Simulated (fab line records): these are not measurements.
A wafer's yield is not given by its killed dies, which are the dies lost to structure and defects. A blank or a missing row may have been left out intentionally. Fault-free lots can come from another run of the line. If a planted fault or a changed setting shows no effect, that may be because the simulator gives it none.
Matching of chambers || flow nand-harc || NHARC_A_STAIRCASE_CMP_152 on cmp-04 has 4 sister chambers
The step polishes. 16 wafers are shown with their chamber, then 8 later ones without.

## WAFERS PAIRED WITH THEIR CHAMBERS
{"wafer": "L075.2", "chamber": 0, "motor-current-A (A)": 11.3, "edge-zone-pressure-frac": 0.999}
{"wafer": "L075.3", "chamber": 1, "motor-current-A (A)": 11.8, "edge-zone-pressure-frac": 0.998}
{"wafer": "L075.4", "chamber": 2, "motor-current-A (A)": 9.4, "edge-zone-pressure-frac": 0.998}
{"wafer": "L077.3", "chamber": 1, "motor-current-A (A)": 12.6, "edge-zone-pressure-frac": 1.006}
{"wafer": "L077.4", "chamber": 2, "motor-current-A (A)": 9.4, "edge-zone-pressure-frac": 0.997}
{"wafer": "L077.6", "chamber": 3, "motor-current-A (A)": 12.2, "edge-zone-pressure-frac": 0.993}
{"wafer": "L081.1", "chamber": 3, "motor-current-A (A)": 12.2, "edge-zone-pressure-frac": 1.009}
{"wafer": "L081.3", "chamber": 0, "motor-current-A (A)": 12.0, "edge-zone-pressure-frac": 1.004}
{"wafer": "L081.4", "chamber": 1, "motor-current-A (A)": 12.3, "edge-zone-pressure-frac": 0.993}
{"wafer": "L088.1", "chamber": 2, "motor-current-A (A)": 9.3, "edge-zone-pressure-frac": 1.000}
{"wafer": "L088.5", "chamber": 2, "motor-current-A (A)": 9.4, "edge-zone-pressure-frac": 1.001}
{"wafer": "L088.6", "chamber": 1, "motor-current-A (A)": 12.8, "edge-zone-pressure-frac": 1.001}
{"wafer": "L087.1", "chamber": 0, "motor-current-A (A)": 11.6, "edge-zone-pressure-frac": 1.001}
{"wafer": "L087.4", "chamber": 1, "motor-current-A (A)": 12.4, "edge-zone-pressure-frac": 0.992}
{"wafer": "L087.5", "chamber": 3, "motor-current-A (A)": 11.7, "edge-zone-pressure-frac": 0.999}
{"wafer": "L093.3", "chamber": 0, "motor-current-A (A)": 11.7, "edge-zone-pressure-frac": 0.997}

SIGNATURES (means of the wafers above)
{"reading": "motor-current-A", "chamber 0": 11.650, "chamber 1": 12.380, "chamber 2": 9.375, "chamber 3": 12.033, "scatter within a chamber": 0.288}
{"reading": "edge-zone-pressure-frac", "chamber 0": 1.00025, "chamber 1": 0.99800, "chamber 2": 0.99900, "chamber 3": 1.00033, "scatter within a chamber": 0.00501}
Rule: distance of a wafer from a chamber = root of the sum over the readings of ((wafer's reading minus chamber's mean) / reading's scatter) squared. The wafer belongs to the nearest chamber; if the next one is less than 2 further off, it can't be placed. The scatter: the root of (the sum of the squares of (reading less its chamber's mean) over the shown wafers, divided by (wafers less chambers)).

## WAFERS WITHOUT THEIR CHAMBER
{"wafer": "L093.4", "motor-current-A (A)": 12.1, "edge-zone-pressure-frac": 1.007}
{"wafer": "L093.6", "motor-current-A (A)": 11.9, "edge-zone-pressure-frac": 1.012}
{"wafer": "L095.2", "motor-current-A (A)": 11.9, "edge-zone-pressure-frac": 0.996}
{"wafer": "L095.4", "motor-current-A (A)": 11.2, "edge-zone-pressure-frac": 0.998}
{"wafer": "L095.5", "motor-current-A (A)": 11.8, "edge-zone-pressure-frac": 0.998}
{"wafer": "L097.2", "motor-current-A (A)": 10.9, "edge-zone-pressure-frac": 0.995}
{"wafer": "L097.3", "motor-current-A (A)": 9.7, "edge-zone-pressure-frac": 1.004}
{"wafer": "L097.5", "motor-current-A (A)": 11.6, "edge-zone-pressure-frac": 0.996}

## EACH ONE'S CHAMBER
{"wafer": "L093.4", "from the rows above": "can't be placed: 3 or 1 or 0", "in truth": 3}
{"wafer": "L093.6", "from the rows above": "can't be placed: 3 or 0 or 1", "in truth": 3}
{"wafer": "L095.2", "from the rows above": "can't be placed: 3 or 0 or 1", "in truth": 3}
{"wafer": "L095.4", "from the rows above": "can't be placed: 0 or 3", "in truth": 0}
{"wafer": "L095.5", "from the rows above": "can't be placed: 0 or 3 or 1", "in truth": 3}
{"wafer": "L097.2", "from the rows above": "can't be placed: 0 or 3", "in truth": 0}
{"wafer": "L097.3", "from the rows above": 2, "in truth": 2}
{"wafer": "L097.5", "from the rows above": "can't be placed: 0 or 3 or 1", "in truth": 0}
Placed correctly: 1 of 8. From these rows, 7 cannot be placed; in 7 the true chamber is one of the candidates. Number placed wrongly: 0.
